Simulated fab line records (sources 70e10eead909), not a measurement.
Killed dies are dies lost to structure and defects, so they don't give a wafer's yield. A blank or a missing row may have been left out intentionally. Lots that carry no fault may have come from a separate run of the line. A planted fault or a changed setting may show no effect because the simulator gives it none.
What tool caused it? | flow nand-harc | 11 lots with 33 wafers sampled at 5 steps, on a route of 1302 steps

== WHAT THE GAUGES SHOWED, per wafer ==
NHARC_END_SORT_01.
lot  | measured     | on        | killed-at-array | killed-at-other | killed-at-periphery | killed-dies | killed-open | killed-short
L324 | day 28 08:13 | prober-02 | 41 27 28        | 2 5 4           | 3 4 4               | 46 36 36    | 2 3 1       | 4 1 7

== TOOL THAT RAN EACH LOT (tool first, then ch and the chambers of the sampled wafers, then the start) ==
lot  | NHARC_A_CHANNEL_HOLE_D2_XSEM_32 | NHARC_A_CHANNEL_FILL_D2_ALD_02   | NHARC_A_CHANNEL_FILL_D2_ANNEAL_22 | NHARC_A_CHANNEL_FILL_D2_STRIP_29
L315 | xsem-02 ch 0, day 14 12:59      | ald-hk-01 ch 0,1,2, day 14 14:35 | furnace-02 ch 0, day 15 22:22     | rie-diel-09 ch 1,2,3, no start
L314 | xsem-01 ch 0, day 14 17:13      | ald-hk-01 ch 0,3, day 14 17:30   | furnace-07 ch 0, day 16 01:46     | rie-diel-11 ch 0,3, no start
L317 | xsem-02 ch 0, day 15 09:08      | ald-hk-02 ch 2,3, day 15 09:25   | furnace-03 ch 0, day 16 18:13     | rie-diel-11 ch 0,2, no start
L322 | xsem-02 ch 0, day 17 17:52      | ald-hk-02 ch 0,2,3, day 17 18:17 | furnace-07 ch 0, day 19 01:20     | rie-diel-13 ch 1,3, no start
L324 | xsem-01 ch 0, day 17 19:46      | ald-hk-04 ch 2,3, day 17 20:08   | furnace-07 ch 0, day 19 01:20     | rie-diel-09 ch 0,1,3, day 28 08:13 or earlier
L323 | xsem-02 ch 0, day 17 22:02      | ald-hk-04 ch 0,2,3, day 17 22:28 | furnace-07 ch 0, day 19 06:34     | rie-diel-11 ch 0,2, no start
L330 | xsem-01 ch 0, day 20 09:19      | ald-hk-02 ch 1,2, day 20 09:37   | furnace-03 ch 0, day 21 20:56     | rie-diel-11 ch 0,2, no start
L331 | xsem-02 ch 0, day 21 01:44      | ald-hk-04 ch 0,2, day 21 02:06   | furnace-07 ch 0, day 22 10:32     | rie-diel-11 ch 0,1,3, no start
L332 | xsem-01 ch 0, day 21 05:01      | ald-hk-04 ch 0,1,2, day 21 05:19 | furnace-03 ch 0, day 22 17:14     | rie-diel-11 ch 0,2,3, no start
L333 | xsem-01 ch 0, day 22 10:16      | ald-hk-01 ch 0,1, day 22 10:34   | furnace-03 ch 0, day 23 21:35     | rie-diel-11 ch 0,1,2, day 24 07:30
L334 | xsem-01 ch 0, day 22 14:19      | ald-hk-02 ch 0,3, day 22 14:44   | furnace-03 ch 0, day 23 21:35     | rie-diel-09 ch 0,2,3, no start
- NHARC_A_CHANNEL_HOLE_D2_XSEM_32
- NHARC_A_CHANNEL_FILL_D2_ALD_02: deposits SiO2, target thk 6 nm, pulse time 10 s, ald cycles 60.
- NHARC_A_CHANNEL_FILL_D2_ANNEAL_22: time 7200 s.
- NHARC_A_CHANNEL_FILL_D2_STRIP_29: strips in O2, time 20 s.

== WHAT THE TOOLS THEMSELVES READ (means of the sampled wafers that have a number; where no wafer has one, the mark that the record gives instead) ==
NHARC_A_CHANNEL_HOLE_D2_XSEM_32.
lot  | tool    | bot-cd-nm (nm) | bow-nm (nm) | tilt-deg (degrees)
L315 | xsem-02 | 74.3           | 8.6         | 0.13
L314 | xsem-01 | 72.4           | 8.4         | 0.01
L317 | xsem-02 | 75.4           | 8.2         | 0.06
L322 | xsem-02 | 73.3           | 7.9         | 0.09
L324 | xsem-01 | 74.7           | 8.2         | 0.11
L323 | xsem-02 | 73.6           | 7.9         | 0.15
L330 | xsem-01 | 74.5           | 9.1         | 0.04
L331 | xsem-02 | 74.7           | 8.9         | 0.05
L332 | xsem-01 | 75.1           | 8.7         | 0.11
L333 | xsem-01 | 74.5           | 8.9         | 0.03
L334 | xsem-01 | 72.8           | 9.0         | 0.06

NHARC_A_CHANNEL_FILL_D2_ALD_02.
lot  | tool      | heater-power-w (W) | precursor-pulse-height-rel | susceptor-temp-C (C)
L315 | ald-hk-01 | 446                | 1.007                      | 299.79
L314 | ald-hk-01 | 501                | 1.019                      | 300.07
L317 | ald-hk-02 | 513                | 0.999                      | 300.16
L322 | ald-hk-02 | 502                | 0.995                      | 300.19
L324 | ald-hk-04 | 455                | 0.998                      | 300.02
L323 | ald-hk-04 | 489                | 0.982                      | 300.04
L330 | ald-hk-02 | 471                | 0.986                      | 300.11
L331 | ald-hk-04 | 501                | 0.995                      | 300.14
L332 | ald-hk-04 | 460                | 1.016                      | 300.06
L333 | ald-hk-01 | 433                | 0.996                      | 299.87
L334 | ald-hk-02 | 513                | 0.992                      | 300.00

NHARC_A_CHANNEL_FILL_D2_ANNEAL_22.
lot  | tool       | spike-tc-bottom-C (C) | spike-tc-centre-C (C) | spike-tc-lower-C (C) | spike-tc-top-C (C) | spike-tc-upper-C (C) | tube-center-temp-C (C) | tube_center_temp_C_max | zone-power-lower-pct (%) | zone-power-upper-pct (%)
L315 | furnace-02 | 642.1                 | 622.4                 | 620.2                | 639.0              | 618.6                | 619.95                 | 621.49                 | 9.3                      | 8.44
L314 | furnace-07 | 642.0                 | 620.4                 | 622.0                | 636.9              | 619.4                | 620.00                 | 621.53                 | 9.2                      | 8.45
L317 | furnace-03 | 644.9                 | 621.2                 | 618.6                | 637.0              | 619.9                | 619.98                 | 621.46                 | 8.2                      | 8.77
L322 | furnace-07 | 624.9                 | 605.1                 | 606.0                | 622.2              | 602.8                | 603.96                 | 605.87                 | 8.6                      | 8.14
L324 | furnace-07 | 624.3                 | 604.3                 | 606.4                | 621.1              | 603.4                | 604.04                 | 605.63                 | 8.6                      | 8.06
L323 | furnace-07 | 624.2                 | 605.1                 | 606.4                | 621.5              | 603.9                | 604.02                 | 605.41                 | 8.6                      | 8.09
L330 | furnace-03 | 643.2                 | 621.6                 | 619.0                | 637.5              | 619.2                | 620.01                 | 621.41                 | 8.1                      | 8.65
L331 | furnace-07 | 640.2                 | 620.0                 | 622.0                | 637.2              | 619.4                | 620.00                 | 621.43                 | 9.0                      | 8.41
L332 | furnace-03 | 643.9                 | 621.1                 | 620.1                | 637.4              | 619.9                | 620.05                 | 621.69                 | 8.1                      | 8.81
L333 | furnace-03 | 644.3                 | 620.5                 | 619.2                | 637.5              | 620.9                | 619.95                 | 621.63                 | 8.1                      | 8.84
L334 | furnace-03 | 642.7                 | 620.6                 | 619.0                | 637.8              | 618.8                | 619.97                 | 621.47                 | 8.1                      | 8.79

NHARC_A_CHANNEL_FILL_D2_STRIP_29.
lot  | tool        | drypump-motor-current-A (A) | o2-flow-sccm (sccm) | oes-product-au (a.u.) | rf-vpp-V (V) | showerhead-plenum-p-Torr (Torr) | throttle-valve-pct (%)
L315 | rie-diel-09 | 5.9                         | 500.0               | 1.005                 | 57.5         | 3.53                            | 17.028
L314 | rie-diel-11 | 5.7                         | 501.2               | 1.000                 | 57.9         | 3.58                            | 17.030
L317 | rie-diel-11 | 6.2                         | 499.0               | 1.006                 | 57.9         | 3.52                            | 17.039
L322 | rie-diel-13 | 5.8                         | 499.9               | 0.998                 | 57.9         | 3.70                            | 17.029
L324 | rie-diel-09 | 5.9                         | 498.0               | 1.002                 | 57.7         | 3.45                            | 17.036
L323 | rie-diel-11 | 6.2                         | 500.2               | 0.998                 | 58.6         | 3.52                            | 17.030
L330 | rie-diel-11 | 6.2                         | 500.1               | 1.002                 | 57.5         | 3.52                            | 17.047
L331 | rie-diel-11 | 5.7                         | 498.6               | 1.000                 | 57.9         | 3.55                            | 17.033
L332 | rie-diel-11 | 6.1                         | 499.5               | 1.013                 | 57.1         | 3.50                            | 17.046
L333 | rie-diel-11 | 6.1                         | 498.8               | 1.004                 | 57.9         | 3.46                            | 17.038
L334 | rie-diel-09 | 6.1                         | 500.5               | 1.000                 | 57.0         | 3.40                            | 17.030

== THE ANSWER, worked out from the rows above alone ==
Rule: the usual values come from the lots themselves. Put in order of their means at a reading, lots are off if they are a third of the lots or fewer, leave a main group of 4 or more, and stand apart from it by a gap of 3 or more times the standard deviation of the main group's means; of several such gaps the widest counts. If all means in a main group match to the digits the tables above print for the reading, that group is not used. Also off: a lot with no number at a reading for which 4 or more lots have one. Where the step has rows for the other lots, those lots are counted as sound. The gauges are gone through in route order, then the tools' own readings, and for those a lot's mean is taken as printed above. The first step at which some lot is off is used, and at that step the reading that is off furthest; a lot without a number counts as furthest.
Off, at NHARC_A_CHANNEL_FILL_D2_ANNEAL_22 on tube-center-temp-C: L322, L324, L323. For the main group the mean is 619.99 C and the standard deviation 0.031.
If a tool, at that step or one of the process steps before it, ran each lot that is off and ran no sound lot following the first of them, it fits. Of those tried, none fits.

== WHAT HAD BEEN PUT IN BY THE SIMULATOR ==
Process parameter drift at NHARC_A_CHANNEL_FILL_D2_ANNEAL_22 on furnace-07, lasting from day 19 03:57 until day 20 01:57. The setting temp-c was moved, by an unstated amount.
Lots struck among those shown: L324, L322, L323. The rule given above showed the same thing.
